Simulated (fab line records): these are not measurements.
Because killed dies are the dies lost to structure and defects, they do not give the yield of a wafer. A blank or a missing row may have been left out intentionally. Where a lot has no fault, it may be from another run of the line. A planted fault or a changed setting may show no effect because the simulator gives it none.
fab line records	flow n5-finfet
[record] lots = 6	wafers = 18	last-day = 17
route steps=1938 shown ZERO_LAYER@13 WELL_APT@20
lots that met no fault: from a run of the same line without faults
start-h: hours from the record's opening day to when the first of the lot's shown wafers began	wait-h: hours elapsed since this lot's preceding step	" repeats the value in the row above	L1.1+2: one row covering several wafers at once	- no value, or no start given	* or withheld: withheld	< > ~ a bound
route shown NAME@n: a module of which the file shows steps, and the number in the route of the first	usual: average and standard deviation across the fault-free wafers	same: alike in all rows	chamber/n: place in a boat	sites: each site's reading	_std_site: how widely they spread, as a standard deviation	_edge_site: outer sites' mean less inner sites'	radius-mm: how far each site lies from the wafer's centre	mask NAME#n: copy n	behind: tool/chamber where the wafer was last shaped	hold: why the lot was held/for how many hours/how that ended	device: whichever transistor did not switch (one of n, p or np)	end of line: the same wafers' tests at the end of the route	step lacking rows: just its recipe	killed: at the first sort, the dies lost to defects and structure; wafer yield is something else	map: the dies of a wafer, with x for killed, . for not killed, _ for no die there
set.NAME: the run value of the setting; set.NAME@STEP: its run value at that earlier step	model.NAME: the simulator's own value behind a step, which no gauge read
lots seen at some steps along the route; tables by step, rows by wafer
services: when a tool's chamber went out of use (start-h, in hours from the record's first day, below 0 if earlier), for how many hours, and the reason
[[steps]]
[step N5_ZERO_LAYER_CD_MEAS_11]
[recipe] target-cd-nm = 2000	landing-energy-ev = 500	detector = se-inlens
[usual] cd-nm = 2000.8/2.1
[same] landing-energy-ev = 500
lot.wafer	tool	chamber	start-h	wait-h	cd-nm
L209.3	cd-sem-02	0	42.87	-	1998.5
L209.5	"	0	"	"	2000.9
L209.6	"	0	"	"	2002.6
L214.1	cd-sem-02	0	72.95	-	2001.0
L214.2	"	0	"	"	2000.6
L214.6	"	0	"	"	2003.9
L215.2	cd-sem-03	0	78.85	-	2004.4
L215.3	"	0	"	"	2001.4
L215.6	"	0	"	"	2000.3
L216.3	cd-sem-01	0	84.67	-	2001.1
L216.4	"	0	"	"	2002.4
L216.6	"	0	"	"	2001.4
L218.1	cd-sem-02	0	96.80	-	2000.3
L218.4	"	0	"	"	1998.0
L218.6	"	0	"	"	2000.0
L224.2	cd-sem-01	0	132.77	-	2001.1
L224.3	"	0	"	"	1999.1
L224.5	"	0	"	"	1999.5
[step N5_ZERO_LAYER_DESCUM_16]
[recipe] chemistry = O2	time-s = 7.9	source-power-w = 50	bias-power-w = 20	pressure-mtorr = 20	rf-frequency-hz = 2.712e+07	temp-c = 40	o2-flow-sccm = 225
[usual] drypump-motor-current-A = 5.7/0.5	o2-flow-sccm = 225.0/0.68	oes-product-au = 0.75/0.075	rf-vpp-V = 243.1/1.4	showerhead-plenum-p-Torr = 2.09/0.066	throttle-valve-pct = 20.42/0.19
lot.wafer	tool	chamber	start-h	wait-h	drypump-motor-current-A	o2-flow-sccm	oes-product-au	rf-hours-counter-h	rf-vpp-V	showerhead-plenum-p-Torr	throttle-valve-pct
L209.3	rie-diel-04	0	42.90	0.0	5.4	224.4	0.69	203	243.3	2.15	20.80
L209.5	"	0	"	"	5.4	226.1	0.69	-	244.0	2.15	20.78
L209.6	"	3	"	"	5.5	224.7	0.70	-	242.1	2.01	20.43
L214.1	rie-diel-05	0	72.99	0.0	5.4	224.1	0.73	179	246.7	2.16	20.30
L214.2	"	3	"	"	6.4	226.0	0.83	62	240.4	2.03	20.27
L214.6	"	0	"	"	5.4	224.6	0.73	-	245.2	2.16	20.29
L215.2	rie-diel-04	1	79.34	0.5	5.3	225.9	0.70	213	242.8	2.15	20.19
L215.3	"	3	"	"	5.5	223.9	0.69	231	242.9	2.00	20.43
L215.6	"	2	"	"	5.7	224.5	0.72	-	245.1	2.17	20.42
L216.3	rie-diel-02	1	84.74	0.1	6.2	223.3	0.71	229	242.4	2.05	20.60
L216.4	"	3	"	"	6.5	224.4	0.79	-	243.8	2.09	20.41
L216.6	"	3	"	"	6.5	224.3	0.80	-	243.3	2.09	20.43
L218.1	rie-diel-05	2	96.83	0.0	6.4	226.0	0.98	7	243.1	2.07	20.40
L218.4	"	3	"	"	6.3	224.7	0.82	68	240.7	2.03	20.27
L218.6	"	3	"	"	6.4	226.1	0.83	-	241.3	2.03	20.29
L224.2	rie-diel-02	0	132.90	0.1	5.0	225.5	0.70	236	241.8	1.96	20.46
L224.3	"	3	"	"	6.5	224.5	0.79	136	242.0	2.09	20.43
L224.5	"	2	"	"	6.7	225.5	0.87	-	242.5	2.12	20.63
[step N5_ZERO_LAYER_ETCH_17]
[recipe] chemistry = CF4	target = SiO2	target-depth-a = 120	time-s = 13.3	ion-energy-ev = 350	pressure-mtorr = 40	source-w = 450	bias-w = 215	Ar_flow_sccm = 100	cf4-flow-sccm = 100
[usual] drypump-motor-current-A = 5.7/0.49	oes-product-au = 0.75/0.072	rf-vpp-V = 948/4.5	showerhead-plenum-p-Torr = 2.14/0.069	throttle-valve-pct = 15.68/0.2
lot.wafer	tool	chamber	start-h	wait-h	drypump-motor-current-A	oes-product-au	rf-hours-counter-h	rf-vpp-V	showerhead-plenum-p-Torr	throttle-valve-pct
L209.3	rie-diel-04	0	42.94	0.0	5.4	0.69	203	954	2.20	16.04
L209.5	"	0	"	"	5.4	0.68	-	953	2.20	16.03
L209.6	"	3	"	"	5.5	0.70	-	943	2.04	15.59
L214.1	rie-diel-05	0	73.03	0.0	5.4	0.72	179	952	2.21	15.56
L214.2	"	3	"	"	6.3	0.82	62	946	2.08	15.45
L214.6	"	0	"	"	5.5	0.73	-	953	2.21	15.56
L215.2	rie-diel-04	1	79.37	0.0	5.4	0.70	213	952	2.21	15.62
L215.3	"	3	"	"	5.5	0.69	231	942	2.04	15.60
L215.6	"	2	"	"	5.7	0.72	-	952	2.22	15.65
L216.3	rie-diel-02	3	84.81	0.1	6.5	0.78	-	950	2.15	15.69
L216.4	"	0	"	"	5.1	0.72	-	942	2.03	15.76
L216.6	"	0	"	"	5.0	0.72	-	941	2.03	15.75
L218.1	rie-diel-05	2	96.87	0.0	6.5	0.97	7	946	2.12	15.56
L218.4	"	3	"	"	6.4	0.83	68	943	2.08	15.45
L218.6	"	3	"	"	6.4	0.83	-	945	2.08	15.45
L224.2	rie-diel-02	0	132.93	0.0	5.0	0.72	236	942	2.02	15.77
L224.3	"	3	"	"	6.5	0.78	136	949	2.14	15.71
L224.5	"	2	"	"	6.7	0.85	-	950	2.18	15.87
[step N5_ZERO_LAYER_ETCH_18]
[recipe] chemistry = HBr/Cl2	target = Si	target-depth-a = 1200	time-s = 40	pressure-mtorr = 10	icp-w = 800	bias-w = 75	HBr_flow_sccm = 150	Cl2_flow_sccm = 80
[usual] drypump-motor-current-A = 5.6/0.6	oes-product-au = 1.000/0.017	throttle-valve-pct = 36.4/0.31
lot.wafer	tool	chamber	start-h	wait-h	drypump-motor-current-A	oes-product-au	rf-hours-counter-h	throttle-valve-pct
L209.3	rie-si-04	3	43.01	0.0	4.9	1.002	25	36.7
L209.5	"	3	"	"	4.9	1.000	-	36.7
L209.6	"	1	"	"	5.4	1.025	-	36.3
L214.1	rie-si-05	3	73.10	0.0	5.6	0.991	89	36.6
L214.2	"	0	"	"	5.0	1.021	35	36.1
L214.6	"	3	"	"	5.6	0.993	-	36.6
L215.2	rie-si-02	3	79.44	0.0	6.0	1.005	7	36.7
L215.3	"	0	"	"	4.9	0.986	6	37.0
L215.6	"	0	"	"	4.9	0.987	-	37.0
L216.3	rie-si-04	2	84.89	0.0	6.0	1.005	8	36.0
L216.4	"	3	"	"	4.9	0.997	26	36.7
L216.6	"	1	"	"	5.4	1.008	-	36.3
L218.1	rie-si-04	1	96.94	0.0	5.4	1.026	183	36.3
L218.4	"	3	"	"	4.9	0.986	26	36.7
L218.6	"	0	"	"	6.4	0.974	-	36.1
L224.2	rie-si-04	2	133.01	0.0	6.0	1.008	8	36.0
L224.3	"	1	"	"	5.4	1.014	184	36.3
L224.5	"	3	"	"	4.9	0.997	-	36.7
[step N5_ZERO_LAYER_STRIP_24]
[recipe] chemistry = O2	power-w = 1000	temp-c = 250	overash-fraction = 0.3	pressure-mtorr = 1000	o2-flow-sccm = 6750
[usual] drypump-motor-current-A = 5.6/0.36	heater-power-w = 331/25	o2-flow-sccm = 6752/20	oes-product-au = 0.647/0.0042	strip-time-to-endpoint-s = 43.82/0.093
lot.wafer	tool	chamber	start-h	wait-h	drypump-motor-current-A	heater-power-w	o2-flow-sccm	oes-product-au	rf-hours-counter-h	strip-time-to-endpoint-s
L209.3	plasma-asher-02	0	43.13	0.1	5.3	304	6741	0.644	-	43.68
L209.5	"	1	"	"	5.4	360	6768	0.647	-	43.72
L209.6	"	0	"	"	5.3	312	6759	0.648	-	43.69
L214.1	plasma-asher-02	1	73.20	0.1	5.4	365	6771	0.650	92	43.71
L214.2	"	0	"	"	5.2	303	6746	0.646	92	43.81
L214.6	"	0	"	"	5.3	308	6746	0.651	-	43.69
L215.2	plasma-asher-02	0	79.55	0.1	5.3	306	6771	0.652	93	43.90
L215.3	"	1	"	"	5.5	353	6752	0.641	-	43.93
L215.6	"	0	"	"	5.3	306	6754	0.640	-	43.91
L216.3	plasma-asher-01	1	85.01	0.1	6.1	343	6721	0.656	-	43.85
L216.4	"	0	"	"	6.2	298	6751	0.646	-	43.87
L216.6	"	1	"	"	6.1	341	6744	0.645	-	43.84
L218.1	plasma-asher-02	0	97.05	0.1	5.3	305	6732	0.649	96	43.79
L218.4	"	1	"	"	5.5	364	6724	0.644	-	43.71
L218.6	"	0	"	"	5.3	310	6750	0.645	-	43.70
L224.2	plasma-asher-02	0	133.11	0.1	5.3	319	6737	0.643	107	43.68
L224.3	"	0	"	"	5.3	305	6733	0.650	-	43.78
L224.5	"	0	"	"	5.3	307	6734	0.648	-	43.73
[step N5_ZERO_LAYER_STRIP_19]
[recipe] chemistry = SPM	time-s = 900	temp-c = 130	h2so4-h2o2-vol-ratio = 4	dry = ipa-marangoni
[step N5_ZERO_LAYER_INSPECT_20]
[recipe] inspect-instrument = darkfield	mode = post-clean
[usual] raw-defect-count = 33/13
lot.wafer	tool	chamber	start-h	wait-h	raw-defect-count
L209.3	defect-inspect-01	-	43.48	0.0	36
L209.5	"	-	"	"	25
L209.6	"	-	"	"	53
L214.1	defect-inspect-01	-	73.81	0.0	47
L214.2	"	-	"	"	37
L214.6	"	-	"	"	58
L215.2	defect-inspect-01	-	79.93	0.0	43
L215.3	"	-	"	"	37
L215.6	"	-	"	"	46
L216.3	defect-inspect-02	-	85.35	0.0	19
L216.4	"	-	"	"	27
L216.6	"	-	"	"	27
L218.1	defect-inspect-02	-	97.41	0.0	24
L218.4	"	-	"	"	29
L218.6	"	-	"	"	36
L224.2	defect-inspect-01	-	133.47	0.0	18
L224.3	"	-	"	"	24
L224.5	"	-	"	"	40
[step N5_WELL_APT_HMDS_01]
[recipe] time-s = 60	temp-c = 120
[step N5_WELL_APT_COAT_02]
[recipe] spin-rpm = 1357	resist-thk-nm = 950
[step N5_WELL_APT_EBR_04]
[recipe] solvent = PGMEA	ebr-width-mm = 1.5
[step N5_WELL_APT_SOFTBAKE_03]
[recipe] temp-c = 130	time-s = 60
[step N5_WELL_APT_EXPOSE_05]
[recipe] mask-id = NWELL	na = 0.8	source-shape = conventional	sigma-outer = 0.8	polarization = unpolarized	defocus-nm = 0	target-cd-nm = 200	dose-mj = 20.3
[step N5_WELL_APT_PEB_06]
[recipe] peb-temp-c = 130	peb-time-s = 90
[usual] chill-plate-temp-C = 23.01/0.094	exhaust-pa = 45.0/0.89	peb-time-s = 90/0	plate-temp-C = 130.00/0.13
lot.wafer	tool	chamber	start-h	wait-h	chill-plate-temp-C	exhaust-pa	peb-time-s	plate-temp-C
L209.3	litho-track-03	0	43.70	0.0	23.04	45.8	90	129.94
L209.5	"	0	"	"	22.92	45.0	90	130.05
L209.6	"	0	"	"	22.94	44.4	90	129.86
L214.1	litho-track-01	-	74.00	0.1	-	-	-	-
L214.2	"	-	"	"	-	-	-	-
L214.6	"	-	"	"	-	-	-	-
L215.2	litho-track-04	-	80.12	0.0	-	-	-	-
L215.3	"	-	"	"	-	-	-	-
L215.6	"	-	"	"	-	-	-	-
L216.3	litho-track-01	0	85.54	0.0	22.96	45.1	90	130.07
L216.4	"	0	"	"	23.03	46.1	90	130.08
L216.6	"	0	"	"	23.02	45.0	90	130.03
L218.1	litho-track-03	0	97.60	0.1	22.94	44.9	90	129.97
L218.4	"	0	"	"	23.02	45.1	90	130.05
L218.6	"	0	"	"	22.97	46.2	90	129.99
L224.2	litho-track-04	0	133.66	0.0	23.14	44.8	90	130.06
L224.3	"	0	"	"	23.08	44.9	90	130.02
L224.5	"	0	"	"	23.13	44.8	90	129.88
[step N5_WELL_APT_DEVELOP_07]
[recipe] develop-time-s = 45	rinse-liquid = surfactant-rinse	dry = air-spin	dev-temp-c = 21
[[services]]
tool	chamber	start-h	hours	kind
rie-diel-02	3	27.34	12.5	repair
rie-si-04	2	31.88	14.7	repair
rie-diel-05	2	46.82	-	clean
rie-diel-05	2	46.82	-	consumable-replace:focus-ring
rie-diel-05	2	46.82	21.5	scheduled-down
rie-diel-05	2	46.82	21.5	vent-cycle
plasma-asher-02	-	53.86	1.6	repair
rie-diel-05	1	55.66	1.7	repair
plasma-asher-01	-	66.64	4.5	repair
litho-track-03	-	76.93	-	consumable-replace:filter
rie-diel-05	-	77.98	2.8	pm
rie-diel-02	2	84.27	3.8	repair
rie-si-05	1	85.21	22.8	repair
plasma-asher-01	-	119.53	9.3	repair
rie-si-05	2	131.94	12.4	repair
[[key]]
[first-sign] step = N5_WELL_APT_PEB_06	reading = tool-record	direction = missing
effect none on later readings
met-at N5_WELL_APT_PEB_06
struck-wafers L214.1,L214.2,L214.6,L215.2,L215.3,L215.6
later-rows-left-out L214.1,L214.2,L214.6,L215.2,L215.3,L215.6
sort-left-out L214.1,L214.2,L214.6,L215.2,L215.3,L215.6
[fault] kind = skipped-step-whole	tool = litho-track-01,litho-track-04	chamber = -	onset-h = 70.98	steps = N5_WELL_APT_PEB_06	scope = struck-lots-only
// sort-left-out: the simulated sort isn't trusted on such a fault, so these wafers' sort isn't shown, and their yield isn't known
// later-rows-left-out: the simulator's readings of these wafers behind a module that went badly wrong aren't trusted and aren't shown, but for the sort
